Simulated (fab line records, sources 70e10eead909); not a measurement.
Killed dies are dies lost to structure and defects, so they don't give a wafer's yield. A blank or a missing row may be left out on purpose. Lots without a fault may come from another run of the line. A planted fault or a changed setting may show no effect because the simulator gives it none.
fab line records | flow nand_harc
record lots=6 wafers=18 last_day=23
route steps=1159 shown P_BONDPAD@375 A_START@389 A_ZERO_WELL@390 A_SOURCE_PLATE@413 END@1159
lots that met no fault: from a run of the same line without faults
start_h: hours from the record's first day to the start of the lot's first wafer shown | wait_h: hours since the lot's step before | " the same as in the row above | L1.1+2: a row that stands for several wafers | - no value, or no start given | * or withheld: withheld | < > ~ a bound
route shown NAME@n: a module of which the file shows steps, and the number in the route of the first | usual: mean/standard deviation of fault-free wafers | same: alike in all rows | chamber/n: place in a boat | sites: the reading at each site | _std_site: their standard deviation | _edge_site: outer sites' mean less inner sites' | radius_mm: how far each site lies from the wafer's centre | mask NAME#n: copy n | behind: the tool/chamber that last shaped the wafer | hold: why the lot was held/for how many hours/how that ended | device: the transistor (n, p or np) that didn't switch | end of line: the same wafers' tests at the end of the route | a step without rows: its recipe alone | killed: dies lost to structure and defects at the first sort, not the wafer's yield | map: a wafer's dies, x killed, . not, _ none there
set.NAME: the setting as run; set.NAME@STEP: as run at that earlier step | model.NAME: the simulator's own value behind a step, which no gauge read
lots at some steps of the route; a table a step, a row a wafer
services: from which hour (start_h, from the record's first day; less than 0 if before it) a tool's chamber was out of use, for how many hours, and why
## steps
# step NHARC_P_BONDPAD_PRE_CLEAN_26
# recipe time_s=30 temp_c=280 gas=H2/He
# usual heater_power_w=438/29
# columns lot.wafer tool chamber start_h wait_h heater_power_w
L886.4 pvd_sputter-03 - - - 473
L886.1 " - " " 462
L886.5 " - " " 456
L891.4 pvd_sputter-03 - - - 411
L891.3 " - " " 462
L891.5 " - " " 411
L890.3 pvd_sputter-02 - - - 461
L890.2 " - " " 445
L890.5 " - " " 466
L892.2 pvd_sputter-01 - - - 399
L892.4 " - " " 371
L892.5 " - " " 386
L904.4 pvd_sputter-02 - - - 470
L904.6 " - " " 466
L904.5 " - " " 422
L908.4 pvd_sputter-03 - - - 447
L908.5 " - " " 453
L908.6 " - " " 406
# step NHARC_P_BONDPAD_PVD_17
# recipe target_thk_a=50 bias_v=168.6 power_w=15000 chamber_pressure_pa=0.12 time_s=8.06 substrate_temp_c=50 material=TaN
# step NHARC_P_BONDPAD_PVD_27
# recipe target_thk_a=300 chamber_pressure_pa=5 power_w=5000 substrate_temp_c=30 time_s=20.49 material=Cu
# step NHARC_P_BONDPAD_ECD_18
# recipe target_thk_a=4000 bath_temp_c=25 material=Cu
# step NHARC_P_BONDPAD_ANNEAL_28
# recipe temp_c=225 time_s=90
# step NHARC_P_BONDPAD_CMP_19
# recipe t_overpolish_s=30 cu_recess_touch_s=16 target_thk_nm=160.81
# usual motor_current_A=11.7/0.98 overpolish_run_s=30.000/0.0084 retaining_ring_pressure_frac=0.999/0.0053
# columns lot.wafer tool chamber start_h wait_h motor_current_A overpolish_run_s retaining_ring_pressure_frac
L886.1 cmp-04 0 140.45 - 12.3 29.996 1.002
L886.4 " 2 " " 11.5 30.006 1.009
L886.5 " 1 " " 11.1 30.022 0.989
L891.3 cmp-02 1 166.22 - 11.1 29.988 0.998
L891.4 " 2 " " 12.7 30.021 1.003
L891.5 " 1 " " 10.7 30.008 0.996
L890.2 cmp-02 0 168.59 - 9.9 30.001 1.000
L890.3 " 1 " " 10.6 30.007 0.994
L890.5 " 3 " " 13.1 30.004 0.994
L892.4 cmp-04 0 173.44 - 12.5 29.999 1.007
L892.2 " 1 " " 10.1 29.985 0.990
L892.5 " 3 " " 11.2 29.998 0.991
L904.4 cmp-03 0 239.40 - 11.1 29.993 0.996
L904.6 " 3 " " 12.3 30.000 1.006
L904.5 " 0 " " 10.5 29.995 1.002
L908.4 cmp-03 1 260.91 - 12.5 30.011 1.006
L908.6 " 2 " " 12.6 30.011 0.998
L908.5 " 3 " " 11.8 29.999 0.993
# step NHARC_P_BONDPAD_THK_MEAS_20
# recipe thk_meas_gauge=xrf
# usual thk_nm=160.7/1.3
# columns lot.wafer tool chamber start_h wait_h thk_nm
L886.1 film_metro-01 - 140.77 - 160.2
L886.4 " - " " 160.6
L886.5 " - " " 160.4
L891.3 film_metro-02 - 166.54 - 161.0
L891.4 " - " " 160.8
L891.5 " - " " 160.7
L890.2 film_metro-01 - 168.86 - 157.5
L890.3 " - " " 159.2
L890.5 " - " " 161.7
L892.2 film_metro-01 - 173.73 - 160.1
L892.4 " - " " 160.3
L892.5 " - " " 159.8
L904.4 film_metro-02 - 239.70 - 161.9
L904.5 " - " " 160.8
L904.6 " - " " 159.9
L908.4 film_metro-01 - 261.16 - 159.9
L908.5 " - " " 159.6
L908.6 " - " " 160.3
# step NHARC_P_BONDPAD_SRD_21
# recipe time_s=30 temp_c=23 dry_time_s=20 spin_rpm=1500
# step NHARC_P_BONDPAD_INSPECT_23
# usual raw_defect_count=345/130
# columns lot.wafer tool chamber start_h wait_h raw_defect_count
L886.1 defect_inspect-01 - 140.99 0.0 423
L886.4 " - " " 451
L886.5 " - " " 639
L891.3 defect_inspect-02 - 166.76 0.1 275
L891.4 " - " " 339
L891.5 " - " " 159
L890.2 defect_inspect-02 - 169.08 0.0 195
L890.3 " - " " 222
L890.5 " - " " 220
L892.2 defect_inspect-01 - 173.94 0.0 262
L892.4 " - " " 291
L892.5 " - " " 311
L904.4 defect_inspect-01 - 239.91 0.0 631
L904.5 " - " " 581
L904.6 " - " " 527
L908.4 defect_inspect-01 - 261.37 0.1 308
L908.5 " - " " 146
L908.6 " - " " 254
# step NHARC_P_BONDPAD_ACTIVATE_29
# recipe time_s=60 n2_flow_sccm=200 ar_flow_sccm=0 bias_power_w=0 chemistry=N2
# step NHARC_P_BONDPAD_PRECLEAN_30
# recipe time_s=300 temp_c=23 chemistry=DIW
# columns lot.wafer tool chamber start_h wait_h
L886.1+4+5 wet_bench-08 1,2,4 141.21 0.1
L891.4+3+5 wet_bench-08 4,5,7 166.98 0.1
L890.3+5+2 wet_bench-08 6,7,2 169.31 0.1
L892.4+2+5 wet_bench-08 6,7,1 174.15 0.1
L904.4+5+6 wet_bench-10 1,5,6 240.12 0.1
L908.4+5+6 wet_bench-08 5,1,2 261.59 0.1
# step NHARC_P_BONDPAD_SRD_31
# recipe time_s=30 temp_c=23 dry_time_s=20 spin_rpm=1500
# step NHARC_A_START_INSPECT_01
# usual raw_defect_count=3.4/1.8
# columns lot.wafer tool chamber start_h wait_h raw_defect_count
L886.1 defect_inspect-02 - 141.46 - 5
L886.4 " - " " 6
L886.5 " - " " 5
L891.3 defect_inspect-02 - 167.22 - 3
L891.4 " - " " 3
L891.5 " - " " 2
L890.2 defect_inspect-02 - 169.55 - 6
L890.3 " - " " 4
L890.5 " - " " 8
L892.2 defect_inspect-02 - 174.40 - 4
L892.4 " - " " 3
L892.5 " - " " 6
L904.4 defect_inspect-02 - 240.38 - 5
L904.5 " - " " 3
L904.6 " - " " 2
L908.4 defect_inspect-01 - 261.84 - 2
L908.5 " - " " 0
L908.6 " - " " 2
# step NHARC_A_ZERO_WELL_PRECLEAN_00
# recipe time_s=600 temp_c=120 chemistry=SPM
# step NHARC_A_ZERO_WELL_SRD_01
# step NHARC_A_ZERO_WELL_DEHYDRATE_02
# recipe temp_c=150 time_s=120
# step NHARC_A_ZERO_WELL_HMDS_03
# recipe time_s=30
# step NHARC_A_ZERO_WELL_COAT_18
# recipe temp_c=200 time_s=65
# step NHARC_A_ZERO_WELL_COAT_04
# recipe spin_rpm=2000 resist_thk_nm=600
# step NHARC_A_ZERO_WELL_SOFTBAKE_05
# recipe temp_c=125 time_s=70
# step NHARC_A_ZERO_WELL_EBR_06
# step NHARC_A_ZERO_WELL_EXPOSE_07
# recipe na=0.55 dose_mj=33.85 mask_id=A_ZERO
# step NHARC_A_ZERO_WELL_PEB_08
# recipe peb_temp_c=128 peb_time_s=80
# step NHARC_A_ZERO_WELL_DEVELOP_09
# recipe time_s=50 dev_temp_c=22
# step NHARC_A_ZERO_WELL_CD_MEAS_10
# recipe target_cd_nm=2000 landing_energy_ev=500
# usual cd_nm=1999.9/1.9
# same landing_energy_ev=500
# columns lot.wafer tool chamber start_h wait_h cd_nm
L886.1 cd_sem-01 0 142.18 - 2000.6
L886.4 " 0 " " 1998.1
L886.5 " 0 " " 2001.9
L891.3 cd_sem-02 0 168.07 - 2003.0
L891.4 " 0 " " 2003.1
L891.5 " 0 " " 2001.8
L890.2 cd_sem-03 0 170.39 - 2001.1
L890.3 " 0 " " 2001.1
L890.5 " 0 " " 2002.2
L892.2 cd_sem-02 0 175.24 - 1998.9
L892.4 " 0 " " 1998.2
L892.5 " 0 " " 2000.2
L904.4 cd_sem-01 0 241.16 - 1998.7
L904.5 " 0 " " 1998.5
L904.6 " 0 " " 1998.8
L908.4 cd_sem-03 0 262.68 - 1998.1
L908.5 " 0 " " 1999.0
L908.6 " 0 " " 1998.4
# step NHARC_A_ZERO_WELL_HARDBAKE_11
# recipe temp_c=118 time_s=65
# step NHARC_A_ZERO_WELL_DESCUM_12
# recipe time_s=3 o2_flow_sccm=200 ar_flow_sccm=0 bias_power_w=0 chemistry=O2
# usual drypump_motor_current_A=5.7/0.54 oes_product_au=1.001/0.0068 rf_vpp_V=57.9/0.83 showerhead_plenum_p_Torr=1.92/0.09 throttle_valve_pct=11.311/0.0095
# columns lot.wafer tool chamber start_h wait_h drypump_motor_current_A oes_product_au rf_hours_counter_h rf_vpp_V showerhead_plenum_p_Torr throttle_valve_pct
L886.1 rie_diel-05 3 142.35 - 6.1 1.002 9 57.1 1.98 11.311
L886.4 " 0 " " 6.4 0.992 9 57.3 1.82 11.314
L886.5 " 2 " " 6.6 1.011 - 56.7 1.88 11.307
L891.4 rie_diel-09 2 168.23 - 4.9 1.011 5 57.6 1.83 11.316
L891.3 " 3 " " 6.7 0.997 6 58.4 2.02 11.309
L891.5 " 2 " " 4.9 1.003 - 57.6 1.83 11.313
L890.3 rie_diel-09 2 170.56 - 5.0 1.013 5 57.0 1.83 11.320
L890.2 " 0 " " 5.4 1.004 6 60.4 2.02 11.299
L890.5 " 1 " " 5.6 0.997 - 58.4 1.82 11.322
L892.2 rie_diel-13 0 175.41 - 6.1 0.996 9 57.1 1.85 11.301
L892.5 " 3 " " 5.4 0.999 - 57.3 2.04 11.314
L892.4 " 0 " " 6.1 0.999 - 58.7 1.85 11.297
L904.4 rie_diel-05 1 241.32 - 5.1 0.994 3 56.3 1.82 11.329
L904.5 " 3 " " 6.0 0.991 - 57.6 1.98 11.333
L904.6 " 0 " " 6.4 0.997 - 57.1 1.82 11.321
L908.4 rie_diel-13 2 262.85 - 5.5 0.999 17 57.7 1.98 11.314
L908.5 " 0 " " 6.1 0.996 - 58.5 1.85 11.317
L908.6 " 1 " " 5.1 0.999 - 57.0 2.02 11.310
# step NHARC_A_ZERO_WELL_ETCH_19
# recipe target_depth_a=800 overetch_a=240 time_s=87.88 ion_energy_ev=200 n2_flow_sccm=150 h2_flow_sccm=150 ar_flow_sccm=0 rf_w=400 bias_w=150 chemistry=N2/H2
# usual drypump_motor_current_A=5.7/0.56 oes_product_au=1.002/0.0067 rf_vpp_V=431.1/2.9 showerhead_plenum_p_Torr=2.06/0.098 throttle_valve_pct=14.171/0.009
# columns lot.wafer tool chamber start_h wait_h drypump_motor_current_A oes_product_au rf_hours_counter_h rf_vpp_V showerhead_plenum_p_Torr throttle_valve_pct
L886.4 rie_diel-05 3 142.42 0.1 6.1 0.995 9 431.5 2.12 14.170
L886.1 " 0 " " 6.3 0.989 9 428.6 1.94 14.161
L886.5 " 3 " " 6.1 0.996 - 432.4 2.12 14.165
L891.4 rie_diel-09 0 168.30 0.1 5.4 1.001 6 433.1 2.16 14.169
L891.3 " 1 " " 5.6 1.000 6 427.1 1.94 14.178
L891.5 " 1 " " 5.6 0.991 - 429.3 1.94 14.173
L890.3 rie_diel-09 1 170.64 0.1 5.6 0.996 6 428.5 1.94 14.173
L890.2 " 0 " " 5.4 1.006 6 434.4 2.15 14.171
L890.5 " 2 " " 5.0 1.002 - 427.2 1.95 14.167
L892.2 rie_diel-13 2 175.52 0.1 5.5 0.996 9 432.7 2.12 14.170
L892.5 " 3 " " 5.5 1.004 - 433.7 2.17 14.175
L892.4 " 0 " " 6.1 1.000 - 427.1 1.97 14.166
L904.4 rie_diel-05 2 241.40 0.1 6.5 1.008 4 429.2 2.00 14.167
L904.6 " 1 " " 5.2 0.998 - 427.0 1.93 14.158
L904.5 " 2 " " 6.5 1.002 - 428.3 2.00 14.168
L908.4 rie_diel-13 1 262.92 0.1 5.2 0.995 16 433.9 2.16 14.167
L908.6 " 0 " " 6.1 0.992 - 428.5 1.97 14.169
L908.5 " 1 " " 5.1 0.990 - 432.7 2.16 14.177
# step NHARC_A_ZERO_WELL_ETCH_13
# recipe target_depth_a=1200 time_s=40.1 hbr_flow_sccm=150 cl2_flow_sccm=50 rf_w=400 icp_w=400 bias_w=100 chemistry=HBr/Cl2
# step NHARC_A_ZERO_WELL_STRIP_14
# recipe time_s=900 temp_c=130 chemistry=SPM
# step NHARC_A_ZERO_WELL_IMPLANT_15
# recipe energy_kev=150 dose_cm2=1e+13 tilt_deg=7
# step NHARC_A_ZERO_WELL_PRECLEAN_22
# recipe time_s=60 temp_c=50 bath_age_min=0 chemistry=SC1
# step NHARC_A_ZERO_WELL_SRD_23
# step NHARC_A_ZERO_WELL_RTA_16
# recipe temp_c=1000 time_s=10
# usual lamp_power_pct=30.0/1.9 lamp_zone_5_pct=30.0/1.9 lamp_zone_6_pct=29.9/1.9 wafer_temp_C_max=1005.8/1.2
# columns lot.wafer tool chamber start_h wait_h lamp_power_pct lamp_zone_5_pct lamp_zone_6_pct wafer_temp_C_max
L886.1 rtp_anneal-02 0 143.44 - 28.2 28.2 28.2 1005.9
L886.4 " 0 " " 28.2 28.2 28.1 1006.6
L886.5 " 0 " " 28.2 28.2 28.1 1006.7
L891.3 rtp_anneal-01 0 169.50 - 32.1 32.1 32.0 1004.5
L891.4 " 0 " " 32.1 32.1 32.0 1004.8
L891.5 " 0 " " 32.1 32.0 32.0 1005.7
L890.2 rtp_anneal-02 0 171.73 - 28.1 28.2 28.2 1004.8
L890.3 " 0 " " 28.2 28.2 28.1 1008.2
L890.5 " 0 " " 28.2 28.2 28.1 1008.4
L892.2 rtp_anneal-02 0 176.87 - 28.2 28.2 28.2 1006.0
L892.4 " 0 " " 28.2 28.2 28.2 1005.2
L892.5 " 0 " " 28.2 28.3 28.2 1005.3
L904.4 rtp_anneal-02 0 242.59 0.2 28.2 28.2 28.2 1007.0
L904.5 " 0 " " 28.3 28.2 28.1 1005.6
L904.6 " 0 " " 28.2 28.2 28.1 1004.3
L908.4 rtp_anneal-02 0 264.01 - 28.2 28.2 28.1 1005.8
L908.5 " 0 " " 28.2 28.2 28.2 1004.9
L908.6 " 0 " " 28.2 28.2 28.1 1004.7
# step NHARC_A_ZERO_WELL_INSPECT_17
# usual raw_defect_count=12/6.4
# columns lot.wafer tool chamber start_h wait_h raw_defect_count
L886.1 defect_inspect-02 - 143.63 0.2 4
L886.4 " - " " 8
L886.5 " - " " 7
L891.3 defect_inspect-02 - 169.66 0.1 13
L891.4 " - " " 10
L891.5 " - " " 10
L890.2 defect_inspect-02 - 171.90 0.1 17
L890.3 " - " " 3
L890.5 " - " " 9
L892.2 defect_inspect-02 - 177.04 0.1 7
L892.4 " - " " 15
L892.5 " - " " 10
L904.4 defect_inspect-01 - 242.70 0.1 6
L904.5 " - " " 3
L904.6 " - " " 7
L908.4 defect_inspect-01 - 264.13 0.1 3
L908.5 " - " " 1
L908.6 " - " " 11
# step NHARC_A_SOURCE_PLATE_PRECLEAN_00
# recipe time_s=60 chemistry=HF-LAST
# step NHARC_A_SOURCE_PLATE_SRD_01
# step NHARC_A_SOURCE_PLATE_OXIDE_02
# recipe target_thk_a=100 temp_c=900 ox_time_s=1362 material=SiO2
# step NHARC_A_SOURCE_PLATE_THK_MEAS_09
# recipe thk_meas_gauge=ellipsometry
# usual thk_nm=9.6/0.9
# columns lot.wafer tool chamber start_h wait_h thk_nm
L886.1 film_metro-01 - 150.42 0.4 9.1
L886.4 " - " " 8.7
L886.5 " - " " 9.5
L890.2 film_metro-01 - 177.90 0.4 9.1
L890.3 " - " " 8.7
L890.5 " - " " 10.4
L891.3 film_metro-02 - 177.90 0.4 10.5
L891.4 " - " " 9.3
L891.5 " - " " 9.9
L892.2 film_metro-02 - 184.42 0.4 10.9
L892.4 " - " " 10.4
L892.5 " - " " 8.8
L904.4 film_metro-01 - 251.96 0.4 10.0
L904.5 " - " " 11.0
L904.6 " - " " 10.2
L908.4 film_metro-01 - 268.72 0.4 9.2
L908.5 " - " " 8.1
L908.6 " - " " 10.4
# step NHARC_END_SORT_01
# recipe temp_c=25
# usual defect_limited_yield=95.2/1.6 killed_at_array=28/11 killed_at_other=0.8/1.3 killed_at_periphery=3.6/2.5 killed_dies=32/11 killed_open=3.0/1.8 killed_short=2.0/1.5 sort_bin_2_pct=1.5/0.66 sort_bin_3_pct=0.25/0.23 sort_bin_4_pct=3.0/1.1 sort_n_pass=645/11 sort_rim_yield_pct=96.0/2.9 sort_yield_pct=95.2/1.6
# same gross_dies=677 sort_bin_5_pct[%]=0 sort_bin_6_pct[%]=0 sort_bin_7_pct[%]=0 sort_bin_8_pct[%]=0 sort_rim_n_gross=106.00
# columns lot.wafer tool chamber start_h wait_h defect_limited_yield[%] killed_at_array killed_at_other killed_at_periphery killed_dies killed_open killed_short sort_bin_2_pct[%] sort_bin_3_pct[%] sort_bin_4_pct[%] sort_n_pass sort_rim_yield_pct[%] sort_yield_pct[%]
L891.3 prober-01 0 486.83 3.1 92.9 41 3 4 48 5 1 1.5 0.44 5.2 629 97.2 92.9
L891.4 prober-01 0 487.63 3.4 95.1 26 2 5 33 3 3 1.6 0 3.2 644 90.6 95.1
L891.5 prober-01 0 488.43 3.7 93.4 38 2 5 45 3 6 3.1 0 3.5 632 95.3 93.4
L890.2 prober-02 0 493.69 2.8 86.6 9 3 79 91 1 2 7.2 1.62 4.6 586 98.1 86.6
L890.3 prober-02 0 494.50 3.1 92.2 9 3 41 53 1 1 2.8 1.77 3.2 624 85.8 92.2
L890.5 prober-02 0 496.10 3.7 89.5 15 1 55 71 2 1 5.2 2.07 3.2 606 85.8 89.5
L892.2 prober-01 0 493.85 2.8 90.8 8 0 54 62 2 1 4.0 1.18 4.0 615 86.8 90.8
L892.4 prober-01 0 495.44 3.4 91.1 15 1 44 60 4 2 4.0 1.92 3.0 617 88.7 91.1
L892.5 prober-01 0 496.24 3.7 91.7 22 2 32 56 7 2 3.4 1.48 3.4 621 85.8 91.7
L904.4 prober-02 0 550.16 3.4 91.1 51 3 6 60 5 1 2.4 0.30 6.2 617 97.2 91.1
L904.5 prober-02 0 550.97 3.7 93.1 39 1 7 47 2 2 2.4 0.30 4.3 630 93.4 93.1
L904.6 prober-02 0 551.78 4.0 92.2 48 3 2 53 5 1 1.8 0.15 5.9 624 95.3 92.2
# killed by level:class
L891.3 A_CHANNEL_HOLE_D1:chamber_film_flake=19 A_SLIT:chamber_film_flake=14 A_CONTACT:chamber_film_flake=3 A_CONTACT:geometric_particle:open=2 P_GATE:chamber_film_flake=2 THIN_TSV:chamber_film_flake=2 P_CONTACT:geometric_particle:open=1 A_WL_FILL:geometric_particle:open=1
L891.4 A_CHANNEL_HOLE_D1:chamber_film_flake=15 A_SLIT:chamber_film_flake=6 P_GATE:chamber_film_flake=3 P_M0:geometric_particle:short=1 P_M0:geometric_particle:open=1 A_SGD_CUT:geometric_particle:short=1 A_WL_FILL:geometric_particle:short=1 A_CONTACT:geometric_particle:open=1
L891.5 A_CHANNEL_HOLE_D1:chamber_film_flake=25 A_SLIT:chamber_film_flake=4 P_ZERO_WELL:chamber_film_flake=2 THIN_TSV:chamber_film_flake=2 P_GATE:geometric_particle:open=1 P_M1:geometric_particle:short=1 A_CHANNEL_FILL_D1:geometric_particle:short=1 A_STAIRCASE:geometric_particle:short=1
L890.2 P_BONDPAD:unspecified=75 A_STAIRCASE:chamber_film_flake=3 THIN_TSV:chamber_film_flake=3 P_ZERO_WELL:chamber_film_flake=2 A_CHANNEL_HOLE_D1:chamber_film_flake=2 P_M1:geometric_particle:short=1 A_SOURCE_PLATE:geometric_particle:open=1 A_ONON_D1:geometric_particle:short=1
L892.2 P_BONDPAD:unspecified=53 A_CHANNEL_HOLE_D1:chamber_film_flake=5 A_CONTACT:geometric_particle:open=2 A_ONON_D1:geometric_particle:short=1 P_GATE:chamber_film_flake=1
L890.3 P_BONDPAD:unspecified=40 A_CHANNEL_HOLE_D1:chamber_film_flake=3 THIN_TSV:chamber_film_flake=3 A_STAIRCASE:chamber_film_flake=2 A_SLIT:chamber_film_flake=2 A_CONTACT:geometric_particle:open=1 A_M0:geometric_particle:short=1 P_M1:chamber_film_flake=1
L892.4 P_BONDPAD:unspecified=42 A_CHANNEL_HOLE_D1:chamber_film_flake=4 A_CONTACT:chamber_film_flake=3 P_GATE:chamber_film_flake=2 A_STAIRCASE:chamber_film_flake=2 A_SOURCE_PLATE:geometric_particle:open=1 A_ONON_D1:geometric_particle:short=1 A_ONON_D1:geometric_particle:open=1
L890.5 P_BONDPAD:unspecified=51 A_STAIRCASE:chamber_film_flake=5 A_CHANNEL_HOLE_D1:chamber_film_flake=3 A_ONON_D1:geometric_particle:open=2 P_STI:chamber_film_flake=2 A_CONTACT:chamber_film_flake=2 A_CHANNEL_FILL_D1:geometric_particle:short=1 P_ZERO_WELL:chamber_film_flake=1
L892.5 P_BONDPAD:unspecified=31 A_CHANNEL_HOLE_D1:chamber_film_flake=7 A_CONTACT:chamber_film_flake=5 A_WL_FILL:geometric_particle:open=3 A_STAIRCASE:chamber_film_flake=3 STARTING-WAFER:geometric_particle:open=2 A_SOURCE_PLATE:geometric_particle:short=1 A_ONON_D1:geometric_particle:open=1
L904.4 A_CHANNEL_HOLE_D1:chamber_film_flake=21 A_SLIT:chamber_film_flake=19 A_CONTACT:chamber_film_flake=4 P_GATE:chamber_film_flake=3 THIN_TSV:chamber_film_flake=3 A_BLC:geometric_particle:open=2 P_M2:chamber_film_flake=2 P_CONTACT:geometric_particle:open=1
L904.5 A_SLIT:chamber_film_flake=21 A_CHANNEL_HOLE_D1:chamber_film_flake=13 P_GATE:chamber_film_flake=4 A_CONTACT:chamber_film_flake=3 P_GATE:geometric_particle:short=1 P_CONTACT:geometric_particle:short=1 P_M0:geometric_particle:open=1 A_WL_FILL:geometric_particle:open=1
L904.6 A_SLIT:chamber_film_flake=21 A_CHANNEL_HOLE_D1:chamber_film_flake=14 A_STAIRCASE:chamber_film_flake=4 A_CONTACT:chamber_film_flake=3 THIN_TSV:chamber_film_flake=3 A_CONTACT:geometric_particle:open=2 P_M2:chamber_film_flake=2 A_SOURCE_PLATE:geometric_particle:open=1
# map L890.2 (x killed, . not)
____________.____________
_________......._________
_______.x.x......._______
______..xxxx.......______
_____..xxxxxx.x....._____
____..xxxxxx.........____
____..xxxxxx.........____
___..xxxxxxxxx........___
___...xxxxxxxx.x......___
__....xxxxxxx..........__
__....xxxxxx.x.........__
_....xxxxxxxx..........._
_......xxxxx....x......._
_.....xxx.xx............_
_.........xx..x..x......_
_......................._
............x............
.........................
.......................x.
.................x.....x.
.........................
_................x......_
_......................._
_...............x..x...._
_.................x....._
_..............x........_
__..............x......__
__.....................__
___...................___
___...................___
____.................____
____.................____
_____..............._____
______...........x.______
_______..........._______
_________......._________
____________.____________
# map L892.2 (x killed, . not)
____________.____________
_________......._________
_______..........._______
______.............______
_____......x........_____
____................x____
____.................____
___x.........x........___
___x.x................___
__xxx..................__
__xxxx.................__
_xxxx..................._
_xxxxxx................._
_xxxxx.................._
_xxxxx.................._
_xxxxx.................._
xxxxx.x..................
xxxxx....................
x.x......................
.x.xx.x..................
.x.......................
_......................._
_..............x........_
_.................xx...._
_......................._
_................x.x...._
__.....................__
__................x....__
___...................___
___...................___
____.................____
____.................____
_____..............._____
______.............______
_______..........._______
_________......._________
____________.____________
## services
# columns tool chamber start_h hours kind
rie_diel-09 2 118.57 4.9 repair
cmp-02 - 120.04 0.9 repair
cmp-02 - 129.79 4.0 pm
rie_diel-05 0 131.24 4.3 repair
rie_diel-13 1 131.91 7.5 repair
pvd_sputter-03 - 133.31 2.0 repair
cmp-04 - 136.18 0.3 repair
cmp-03 - 156.13 4.0 pm
rie_diel-05 - 163.60 9.0 pm
cmp-03 - 168.88 1.5 repair
rie_diel-09 3 178.54 15.0 repair
cmp-03 - 187.96 3.7 repair
rie_diel-13 0 188.16 5.6 repair
cmp-04 - 203.16 4.0 pm
pvd_sputter-02 - 206.14 3.0 repair
pvd_sputter-02 - 214.00 10.0 pm
rie_diel-09 0 223.01 9.5 repair
cmp-02 - 224.80 3.3 repair
cmp-02 - 228.13 4.0 pm
cmp-03 - 228.95 5.5 repair
wet_bench-08 - 230.40 8.0 pm
rie_diel-05 1 230.62 6.0 repair
cmp-03 - 254.13 4.0 pm
rie_diel-09 - 254.13 9.0 pm
## key
first_sign step=NHARC_END_SORT_01 reading=killed_at_periphery direction=up sigmas=19 usual=3.6 struck=50.8
effect step=NHARC_END_SORT_01 reading=killed_dies direction=up sigmas=3 usual=32 struck=66
more_kills_born_at NHARC_P_BONDPAD_PRECLEAN_30@wet_bench-08=292
met_at NHARC_P_BONDPAD_PRECLEAN_30
struck_wafers L890.2,L890.3,L890.5,L892.2,L892.4,L892.5
onset_between 166.98 169.31
fault kind=chamber_particle_source tool=wet_bench-08 chamber=- onset_h=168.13 steps=NHARC_P_BONDPAD_PRECLEAN_30 rate_per_visit_cm2=0.55278 end_h=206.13
